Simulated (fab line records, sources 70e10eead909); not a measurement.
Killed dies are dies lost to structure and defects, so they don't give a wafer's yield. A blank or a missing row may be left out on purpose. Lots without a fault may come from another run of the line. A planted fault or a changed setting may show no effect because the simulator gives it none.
Chamber matching | flow nand_harc | NHARC_P_M2_CMP_23 on cmp-03: 4 sister chambers
The step polishes, t overpolish 20 s, target thk 144.3 nm. 4 wafers are shown with their chamber, then 11 later ones without.

WAFERS WITH THEIR CHAMBER
wafer  | chamber | motor_current_A (A)
L087.2 | 1       | 12.8
L087.5 | 0       | 12.1
L087.6 | 3       | 12.7
L086.2 | 2       | 12.2

WAFERS WITHOUT THEIR CHAMBER
wafer  | motor_current_A (A)
L086.5 | 12.3
L086.6 | 12.4
L094.2 | 12.9
L094.3 | 12.1
L094.4 | 12.0
L095.3 | 11.4
L095.4 | 12.8
L095.6 | 13.0
L096.3 | 12.6
L096.4 | 12.0
L096.5 | 12.4

WHICH CHAMBER EACH WENT THROUGH
wafer  | from the rows above               | in truth
L086.5 | can't be placed: 2 or 0 or 3 or 1 | 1
L086.6 | can't be placed: 2 or 3 or 0 or 1 | 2
L094.2 | can't be placed: 1 or 3           | 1
L094.3 | can't be placed: 0 or 2           | 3
L094.4 | can't be placed: 0 or 2           | 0
L095.3 | can't be placed: 0 or 2           | 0
L095.4 | can't be placed: 1 or 3           | 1
L095.6 | can't be placed: 1 or 3           | 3
L096.3 | can't be placed: 3 or 1 or 2 or 0 | 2
L096.4 | can't be placed: 0 or 2           | 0
L096.5 | can't be placed: 2 or 3 or 0 or 1 | 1
Placed correctly: 0 of 11. Can't be placed from these rows: 11 (the true chamber is among the candidates in 10). Placed wrongly: 0.
How it was worked out, from the rows above alone: a wafer's distance from a chamber is the root of the sum, over the readings, of the square of ((its reading less the chamber's mean) divided by the reading's scatter). The wafer belongs to the nearest chamber; if the next one is less than 2 further off, it can't be placed. A chamber's mean is the mean of its shown wafers. The scatter: with one shown wafer a chamber, the root of the mean of the squares of how far each hidden wafer lies from its nearest shown one.
